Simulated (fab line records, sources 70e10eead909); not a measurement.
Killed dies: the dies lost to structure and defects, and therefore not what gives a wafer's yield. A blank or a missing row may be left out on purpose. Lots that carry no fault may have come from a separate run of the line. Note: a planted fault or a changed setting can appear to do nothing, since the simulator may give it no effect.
Which tool was responsible? | flow nand-harc | 14 lots with 42 wafers sampled at 4 steps, on a route of 1302 steps

== WHAT THE GAUGES READ, wafer by wafer ==
NHARC_A_BLC_INSPECT_28. Usual: raw-defect-count at 532, with a standard deviation of 140.
lot  | measured     | on                | raw-defect-count | flag
L139 | day 22 17:53 | defect-inspect-02 | 338 409 489      |
L140 | day 23 07:54 | defect-inspect-02 | 297 448 479      |
L142 | day 23 22:08 | defect-inspect-02 | 574 545 521      |
L141 | day 24 00:08 | defect-inspect-01 | 487 760 561      |
L145 | day 25 05:31 | defect-inspect-01 | 539 966 830      |
L146 | day 26 08:14 | defect-inspect-02 | 1050 663 625     |
L150 | day 27 02:55 | defect-inspect-01 | 525 635 585      |
L152 | day 28 08:34 | defect-inspect-02 | 596 541 536      |
L151 | day 28 10:38 | defect-inspect-01 | 434 326 424      |
L155 | day 29 10:26 | defect-inspect-02 | 431 426 497      |
L158 | day 30 10:34 | defect-inspect-02 | 570 576 566      |
L156 | day 30 14:13 | defect-inspect-01 | 423 472 539      |
L160 | day 31 07:03 | defect-inspect-01 | 549 622 488      |
L161 | day 32 17:10 | defect-inspect-01 | 370 597 446      |

== WHICH TOOL RAN EACH LOT (tool, then ch and the chambers of the sampled wafers, then the start) ==
lot  | NHARC_A_BLC_ETCH_18                           | NHARC_A_BLC_STRIP_21               | NHARC_A_BLC_PVD_32
L139 | rie-diel-11 ch 0,1,2, day 22 16:05 or earlier | rie-diel-11 ch 0,1,3, day 22 16:05 | pvd-sputter-02, day 22 16:38
L140 | rie-diel-11 ch 0,2,3, day 23 06:06 or earlier | rie-diel-09 ch 0,1,3, day 23 06:06 | pvd-sputter-01, day 23 06:38
L142 | rie-diel-11 ch 0,1,2, day 23 20:22 or earlier | rie-diel-09 ch 0,2,3, day 23 20:22 | pvd-sputter-03, day 23 20:53
L141 | rie-diel-11 ch 0,2,3, day 23 22:22 or earlier | rie-diel-09 ch 1,2,3, day 23 22:22 | pvd-sputter-01, day 23 22:53
L145 | rie-diel-11 ch 0,2, day 25 03:41 or earlier   | rie-diel-11 ch 1,3, day 25 03:41   | pvd-sputter-01, day 25 04:14
L146 | rie-diel-09 ch 0,1,2, day 26 06:23 or earlier | rie-diel-11 ch 1,2,3, day 26 06:23 | pvd-sputter-03, day 26 06:56
L150 | rie-diel-11 ch 0,1,2, day 27 01:05 or earlier | rie-diel-02 ch 1,2,3, day 27 01:05 | pvd-sputter-02, day 27 01:39
L152 | rie-diel-11 ch 0,1,2, day 28 06:46 or earlier | rie-diel-09 ch 0,1,2, day 28 06:46 | pvd-sputter-03, day 28 07:19
L151 | rie-diel-02 ch 0,1,3, day 28 08:48 or earlier | rie-diel-09 ch 1,2,3, day 28 08:48 | pvd-sputter-03, day 28 09:22
L155 | rie-diel-11 ch 1,2, day 29 08:40 or earlier   | rie-diel-11 ch 0,1,3, day 29 08:40 | pvd-sputter-03, day 29 09:11
L158 | rie-diel-09 ch 1,2, day 30 08:43 or earlier   | rie-diel-11 ch 0,1,3, day 30 08:43 | pvd-sputter-02, day 30 09:14
L156 | rie-diel-11 ch 1,2, day 30 12:25 or earlier   | rie-diel-09 ch 0,1, day 30 12:25   | pvd-sputter-02, day 30 12:59
L160 | rie-diel-11 ch 1,2,3, day 31 05:11 or earlier | rie-diel-09 ch 0,1,3, day 31 05:11 | pvd-sputter-01, day 31 05:45
L161 | rie-diel-11 ch 0,2,3, day 32 15:24 or earlier | rie-diel-09 ch 1,2,3, day 32 15:24 | pvd-sputter-01, day 32 15:55
- NHARC_A_BLC_ETCH_18: etches the open film in C4F8/O2/Ar, target depth 910 nm.
- NHARC_A_BLC_STRIP_21: strips in O2.
- NHARC_A_BLC_PVD_32: deposits Ti, target thk 5 nm, time 17.7 s.

== AS READ BY THE TOOLS THEMSELVES (means over the sampled wafers that have a number; for cases with no such wafer, the mark the record gives instead) ==
NHARC_A_BLC_ETCH_18. Usual: oes-product-au 0.948 a.u., standard deviation 0.024; rf-vpp-V 978 V, standard deviation 5.8.
lot  | tool        | oes-product-au (a.u.) | rf-vpp-V (V) | flag
L139 | rie-diel-11 | 0.945                 | 977          |
L140 | rie-diel-11 | 0.922                 | 980          |
L142 | rie-diel-11 | 0.920                 | 976          |
L141 | rie-diel-11 | 0.969                 | 979          |
L145 | rie-diel-11 | 0.921                 | 983          |
L146 | rie-diel-09 | 0.925                 | 984          |
L150 | rie-diel-11 | 0.971                 | 977          |
L152 | rie-diel-11 | 0.969                 | 977          |
L151 | rie-diel-02 | 0.966                 | 978          |
L155 | rie-diel-11 | 0.955                 | 975          |
L158 | rie-diel-09 | 0.982                 | 981          |
L156 | rie-diel-11 | 0.967                 | 972          |
L160 | rie-diel-11 | 0.921                 | 974          |
L161 | rie-diel-11 | 0.960                 | 979          |

NHARC_A_BLC_STRIP_21. Usual: drypump-motor-current-A 5.97 A, standard deviation 0.25; oes-product-au 1.002 a.u., standard deviation 0.011; rf-vpp-V 57.9 V, standard deviation 0.9; showerhead-plenum-p-Torr 3.57 Torr, standard deviation 0.14; throttle-valve-pct 17.037 %, standard deviation 0.0098.
lot  | tool        | drypump-motor-current-A (A) | oes-product-au (a.u.) | rf-vpp-V (V) | showerhead-plenum-p-Torr (Torr) | throttle-valve-pct (%) | flag
L139 | rie-diel-11 | 6.17                        | 1.002                 | 57.1         | 3.46                            | 17.040                 |
L140 | rie-diel-09 | 5.99                        | 0.999                 | 58.7         | 3.62                            | 17.040                 |
L142 | rie-diel-09 | 5.96                        | 1.005                 | 57.5         | 3.62                            | 17.044                 |
L141 | rie-diel-09 | 5.95                        | 1.003                 | 58.4         | 3.56                            | 17.040                 |
L145 | rie-diel-11 | 6.07                        | 1.000                 | 57.9         | 3.32                            | 17.035                 |
L146 | rie-diel-11 | 5.87                        | 1.003                 | 56.7         | 3.42                            | 17.044                 |
L150 | rie-diel-02 | 5.52                        | 0.991                 | 57.7         | 3.54                            | 17.045                 |
L152 | rie-diel-09 | 5.88                        | 1.006                 | 58.5         | 3.65                            | 17.027                 |
L151 | rie-diel-09 | 5.93                        | 1.013                 | 58.0         | 3.55                            | 17.036                 |
L155 | rie-diel-11 | 6.17                        | 1.004                 | 58.2         | 3.45                            | 17.031                 |
L158 | rie-diel-11 | 6.20                        | 1.005                 | 57.2         | 3.45                            | 17.030                 |
L156 | rie-diel-09 | 5.96                        | 0.989                 | 57.9         | 3.71                            | 17.035                 |
L160 | rie-diel-09 | 6.01                        | 1.009                 | 58.1         | 3.61                            | 17.034                 |
L161 | rie-diel-09 | 5.96                        | 1.005                 | 57.8         | 3.55                            | 17.034                 |

NHARC_A_BLC_PVD_32. Usual: cathode-dc-power-W 5000.0 W, standard deviation 0.94; chamber-pressure-pa 4.999 Pa, standard deviation 0.012; throttle-valve-pct 29.4 %, standard deviation 0.95.
lot  | tool           | cathode-dc-power-W (W) | chamber-pressure-pa (Pa) | throttle-valve-pct (%) | flag
L139 | pvd-sputter-02 | 4999.9                 | 4.996                    | 29.3                   |
L140 | pvd-sputter-01 | 4999.7                 | 5.002                    | 29.0                   |
L142 | pvd-sputter-03 | 5001.0                 | 5.003                    | 30.2                   |
L141 | pvd-sputter-01 | 4999.6                 | 5.008                    | 28.9                   |
L145 | pvd-sputter-01 | -                      | -                        | -                      | OFF
L146 | pvd-sputter-03 | -                      | -                        | -                      | OFF
L150 | pvd-sputter-02 | 4999.9                 | 5.000                    | 29.5                   |
L152 | pvd-sputter-03 | 4999.7                 | 4.999                    | 29.9                   |
L151 | pvd-sputter-03 | 5000.9                 | 4.990                    | 30.2                   |
L155 | pvd-sputter-03 | 4999.9                 | 4.988                    | 30.4                   |
L158 | pvd-sputter-02 | 5000.6                 | 4.999                    | 29.0                   |
L156 | pvd-sputter-02 | 5000.9                 | 4.999                    | 29.1                   |
L160 | pvd-sputter-01 | 5000.7                 | 5.008                    | 27.5                   |
L161 | pvd-sputter-01 | 5000.4                 | 4.996                    | 28.2                   |

== THE ANSWER, worked out from the rows above alone ==
Rule: a lot is off if the mean of its wafers that have a number lies more than 3 standard deviations from the usual mean. Also off: a lot with no number at a reading for which 4 or more lots have one. Where the step has rows for the other lots, those lots are counted as sound. The gauges are gone through in route order, then the tools' own readings, and for those a lot's mean is taken as printed above. At the first step where some lot is off, the reading lying furthest off is the one used; lots without a number count as furthest.
Off at NHARC_A_BLC_PVD_32 (cathode-dc-power-W): L145, L146. Without a number there: L145, L146.
A tool fits if, at that step or a process step before it, it ran every lot that is off, and no sound lot after the first of them. Because NHARC_A_BLC_ETCH_18 lacks a start for some lots, the hours and order of its lots are taken from NHARC_A_BLC_STRIP_21. None of those tried fits.

== WHAT HAD BEEN PUT IN BY THE SIMULATOR ==
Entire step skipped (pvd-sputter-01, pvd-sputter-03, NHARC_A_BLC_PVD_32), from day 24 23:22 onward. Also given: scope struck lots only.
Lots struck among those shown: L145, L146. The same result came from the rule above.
